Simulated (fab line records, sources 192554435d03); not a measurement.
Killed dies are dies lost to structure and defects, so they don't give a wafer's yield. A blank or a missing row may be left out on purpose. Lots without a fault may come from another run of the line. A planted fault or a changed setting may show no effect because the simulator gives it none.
Which tool did it? | flow n5_finfet | 13 lots, 36 wafers sampled, at 2 steps of a route of 1938

WHAT THE GAUGES READ, wafer by wafer
N5_WELL_APT_OVL_MEAS_09. Usual: NWELL_OVL 4 nm, standard deviation 4.8.
lot  | measured    | on         | NWELL_OVL (nm) | flag
L780 | day 2 02:02 | overlay-02 | 14 -2          |
L781 | day 2 07:44 | overlay-02 | 6 8 4          |
L782 | day 2 13:55 | overlay-02 | 3 11 16        |
L783 | day 2 19:36 | overlay-02 | -4 5 3         |
L784 | day 3 01:36 | overlay-01 | 6 3 9          |
L786 | day 3 13:44 | overlay-01 | -2 1 7         |
L789 | day 4 07:50 | overlay-01 | 4 4 3          |
L792 | day 5 01:35 | overlay-01 | 0 5 -2         |
L793 | day 5 07:49 | overlay-01 | 9 7            |
L794 | day 5 13:44 | overlay-01 | 1 0 -2         |
L795 | day 5 19:52 | overlay-02 | 1 3 6          |
L797 | day 6 07:50 | overlay-02 | -1 3           |
L801 | day 7 07:35 | overlay-02 | 9 10 10        |

N5_WELL_APT_CD_MEAS_25: target cd 200 nm. Usual: cd_nm 200.3 nm, standard deviation 2.7.
lot  | measured    | on        | cd_nm (nm)        | flag
L780 | day 2 03:08 | cd_sem-01 | 201.0 199.8       |
L781 | day 2 08:49 | cd_sem-02 | 203.2 198.9 200.7 |
L782 | day 2 15:30 | cd_sem-03 | 197.3 200.1 200.2 |
L783 | day 2 20:49 | cd_sem-03 | 194.4 199.3 197.6 |
L784 | day 3 02:43 | cd_sem-02 | 202.9 202.0 200.5 |
L786 | day 3 14:57 | cd_sem-01 | 199.2 204.5 197.3 |
L789 | day 4 08:56 | cd_sem-01 | 200.7 205.1 201.1 |
L792 | day 5 03:03 | cd_sem-02 | 196.4 201.9 202.4 |
L793 | day 5 09:04 | cd_sem-01 | 200.2 199.3       |
L794 | day 5 14:58 | cd_sem-01 | 202.6 205.5 200.5 |
L795 | day 5 20:58 | cd_sem-03 | 197.6 198.2 196.6 |
L797 | day 6 09:31 | cd_sem-02 | 196.5 198.2       |
L801 | day 7 09:15 | cd_sem-02 | 202.0 201.0 206.7 |

WHICH TOOL RAN EACH LOT (tool, then ch and the chambers of the sampled wafers, then the start)
The record holds no process step before these readings.

WHAT THE TOOLS THEMSELVES READ (means of the sampled wafers that have a number; where no wafer has one, the mark that the record gives instead)
The record holds no such reading with a usual standard deviation.

THE ANSWER, worked out from the rows above alone
Rule: a lot is off if the mean of its wafers that have a number lies more than 3 standard deviations from the usual mean. A lot without any number at a reading at which 4 lots or more have one is off too. The other lots that the step has rows for count as sound. The gauges are gone through in route order, then the tools' own readings, and for those a lot's mean is taken as printed above. The first step at which some lot is off is used, and at that step the reading that is off furthest; a lot without a number counts as furthest.
No lot is off at any reading shown: from this, nothing can be told.

WHAT THE SIMULATOR HAD PUT IN
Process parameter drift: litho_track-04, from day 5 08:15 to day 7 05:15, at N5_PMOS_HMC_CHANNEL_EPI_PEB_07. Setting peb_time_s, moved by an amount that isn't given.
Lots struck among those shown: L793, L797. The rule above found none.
